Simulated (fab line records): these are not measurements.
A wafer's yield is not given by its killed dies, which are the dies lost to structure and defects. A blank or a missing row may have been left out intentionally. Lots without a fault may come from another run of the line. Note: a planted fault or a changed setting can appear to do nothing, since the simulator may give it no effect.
Chamber matching + flow n5Finfet + 4 sister chambers for N5_BEOL_M2_STRIP_36 on rieDiel-05
The step strips in N2/H2. 4 wafers are shown with their chamber, then 10 later ones without.

== WAFERS PAIRED WITH THEIR CHAMBERS ==
| wafer  | chamber | showerheadPlenumPTorr (Torr) |
|--------|---------|------------------------------|
| L084.5 | 0       | 2.47                         |
| L089.3 | 2       | 2.70                         |
| L091.2 | 1       | 2.57                         |
| L091.4 | 3       | 2.63                         |

== WAFERS WHOSE CHAMBER IS MISSING ==
| wafer  | showerheadPlenumPTorr (Torr) |
|--------|------------------------------|
| L091.6 | 2.57                         |
| L092.2 | 2.63                         |
| L092.3 | 2.57                         |
| L092.5 | 2.57                         |
| L094.1 | 2.46                         |
| L094.3 | 2.70                         |
| L094.4 | 2.57                         |
| L093.1 | 2.46                         |
| L093.4 | 2.56                         |
| L093.6 | 2.56                         |

== EACH ONE'S CHAMBER ==
| wafer  | from the rows above | in truth |
|--------|---------------------|----------|
| L091.6 | 1                   | 1        |
| L092.2 | 3                   | 3        |
| L092.3 | 1                   | 1        |
| L092.5 | 1                   | 1        |
| L094.1 | 0                   | 0        |
| L094.3 | 2                   | 2        |
| L094.4 | 1                   | 1        |
| L093.1 | 0                   | 0        |
| L093.4 | 1                   | 1        |
| L093.6 | 1                   | 1        |
Correctly placed: 10 of 10. From these rows, 0 cannot be placed. Placed wrongly: 0.
How it was worked out, from the rows above alone: a wafer's distance from a chamber is the root of the sum, over the readings, of the square of ((its reading less the chamber's mean) divided by the reading's scatter). The wafer belongs to the nearest chamber; if the next one is less than 2 further off, it can't be placed. The mean given for a chamber averages the wafers shown for that chamber. The scatter: with one shown wafer a chamber, the root of the mean of the squares of how far each hidden wafer lies from its nearest shown one.
